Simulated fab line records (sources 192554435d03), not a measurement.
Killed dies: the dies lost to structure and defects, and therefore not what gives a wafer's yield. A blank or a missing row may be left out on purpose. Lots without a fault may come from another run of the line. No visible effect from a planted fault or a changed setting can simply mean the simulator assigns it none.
Split-lot study ; flow n5 finfet ; 39 wafers read across 7 lots, on a route 1938 steps long

SPLIT DETAILS
At N5_BEOL_M12_TRENCH_ETCH_34 (etches SiOC in C4F8/O2/Ar, target depth 318.95 nm, time 125.5 s), the setting time s was moved away from the recipe's 125.5 s on 12 of the 39 wafers read, by -33.9% to +42.3%. All remaining wafers had this setting at the recipe value.

FROM THE SPLIT TO THE READING: what the file shows between them, 10 steps
- N5_BEOL_M12_STRIP_70: strips in C4F8/O2/Ar
- N5_BEOL_M12_OCD_MEAS_35
- N5_BEOL_M12_STRIP_37: strips in N2/H2
- N5_BEOL_M12_ETCH_38: etches SiCN in CF4/N2, target depth 68.7 nm, time 73.4 s
- N5_BEOL_M12_ECD_47: material Cu, target thk 720 nm
- N5_BEOL_M12_ANNEAL_48: time 90 s
- N5_BEOL_M12_CMP_49: polishes, stops on SiOC, t overpolish 20.6 s, target thk 320 nm
- N5_BEOL_M12_THK_MEAS_50: measures by xrf
- N5_BEOL_M12_PRE_CLEAN_52: time 15 s
- N5_BEOL_M12_DEP_53: deposits SiCN from 3MS/NH3, target thk 30 nm, time 10.5 s

THE READING
At N5_BEOL_M12_RS_MEAS_54, a four-point-probe measurement gives M12_RS in ohm/sq. Fault-free wafers of this fab line usually give 0.0601 ohm/sq, standard deviation 0.00094 ohm/sq.

wafer;tool, chamber at the split;time s as run, s;against the recipe;M12_RS, ohm/sq;against lot-mates on the recipe
L079.1;rie diel-01, 0;125.5;recipe;0.0602;-
L079.2;rie diel-01, 1;85.52;-31.9%;0.0898;+0.0293
L079.3;rie diel-01, 3;85.52;-31.9%;0.0905;+0.0300
L079.4;rie diel-01, 2;125.5;recipe;0.0610;-
L079.5;rie diel-01, 0;125.5;recipe;0.0604;-
L079.6;rie diel-01, 1;85.52;-31.9%;0.0905;+0.0300
L080.1;rie diel-01, 1;125.5;recipe;0.0591;-
L080.2;rie diel-01, 0;125.5;recipe;0.0589;-
L080.3;rie diel-01, 2;151.9;+21.0%;0.0498;-0.0097
L080.4;rie diel-01, 3;151.9;+21.0%;0.0490;-0.0105
L080.5;rie diel-01, 1;151.9;+21.0%;0.0489;-0.0106
L080.6;rie diel-01, 2;125.5;recipe;0.0605;-
L081.1;rie diel-04, 2;125.5;recipe;0.0590;-
L081.2;rie diel-04, 0;83.01;-33.9%;0.0891;+0.0296
L081.3;rie diel-04, 3;83.01;-33.9%;0.0940;+0.0345
L081.4;rie diel-04, 3;125.5;recipe;0.0604;-
L081.5;rie diel-04, 0;83.01;-33.9%;0.0904;+0.0309
L081.6;rie diel-04, 2;125.5;recipe;0.0590;-
L083.1;rie diel-05, 0;125.5;recipe;0.0598;-
L083.2;rie diel-05, 2;125.5;recipe;0.0609;-
L083.3;rie diel-05, 3;125.5;recipe;0.0598;-
L083.4;rie diel-05, 1;125.5;recipe;0.0591;-
L083.5;rie diel-05, 1;125.5;recipe;0.0594;-
L083.6;rie diel-05, 2;125.5;recipe;0.0611;-
L085.1;rie diel-04, 1;178.6;+42.3%;0.0415;-0.0187
L085.2;rie diel-04, 0;178.6;+42.3%;0.0402;-0.0200
L085.3;rie diel-04, 3;125.5;recipe;0.0605;-
L085.4;rie diel-04, 2;178.6;+42.3%;0.0408;-0.0194
L085.5;rie diel-04, 2;125.5;recipe;0.0591;-
L085.6;rie diel-04, 3;125.5;recipe;0.0610;-
L089.1;rie diel-04, 1;125.5;recipe;0.0607;-
L089.2;rie diel-04, 2;125.5;recipe;0.0599;-
L089.3;rie diel-04, 0;125.5;recipe;0.0580;-
L089.4;rie diel-04, 3;125.5;recipe;0.0612;-
L089.5;rie diel-04, 2;125.5;recipe;0.0593;-
L089.6;rie diel-04, 3;125.5;recipe;0.0610;-
L093.2;rie diel-04, 0;125.5;recipe;0.0582;-
L093.3;rie diel-04, 3;125.5;recipe;0.0584;-
L093.6;rie diel-04, 3;125.5;recipe;0.0584;-

THE FIT
A straight line over all 39 wafers: M12_RS changes by -0.000695 ohm/sq for each +1% of time s; r = -0.96; the points scatter about the line by 0.004 ohm/sq.
The same after taking each lot's own level away (the mean of its wafers on the recipe; 39 wafers): -0.000694 ohm/sq for each +1%; r = -0.96; scatter 0.0039 ohm/sq.
On that fit, the largest move of time s shifts the reading by 0.029 ohm/sq.
The lots' own levels span 0.05833 to 0.06053 ohm/sq, that is 2.3 times the standard deviation above.
Hence the lot-to-lot level has little effect on the slope; both slopes agree.
Check: for one of the wafers moved furthest among these (+42.3%), held out of the fit, the line's prediction against its lot-mates is -0.0287 ohm/sq. It came out at -0.0187 ohm/sq against them.

THE WHOLE CHAIN: every reading that the file lists as answering this split, in the file's order
step;what it does;reading;change (the file's fit);r (the file's)
N5_BEOL_M12_TRENCH_ETCH_34;etches SiOC in C4F8/O2/Ar, target depth 318.95 nm, time 125.5 s;etch.depth nm (the simulator's own value, which no gauge read);+3.26 nm for each +1% of the setting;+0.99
N5_BEOL_M12_OCD_MEAS_35;;trench depth nm;+3.26 nm for each +1% of the setting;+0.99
N5_BEOL_M12_CMP_49;polishes, stops on SiOC, t overpolish 20.6 s, target thk 320 nm;Cu_of_BEOL_M12_ECD_47.thk nm (the simulator's own value, which no gauge read);+3.26 nm for each +1% of the setting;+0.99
N5_BEOL_M12_THK_MEAS_50;measures by xrf;M12_THK;+3.22 for each +1% of the setting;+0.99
N5_BEOL_M12_RS_MEAS_54;measures by four-point-probe;M12_RS;-0.000696 for each +1% of the setting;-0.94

THE FILE'S OWN FIT
M12_RS changes by -0.000696 ohm/sq for each +1% of time s, r = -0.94.
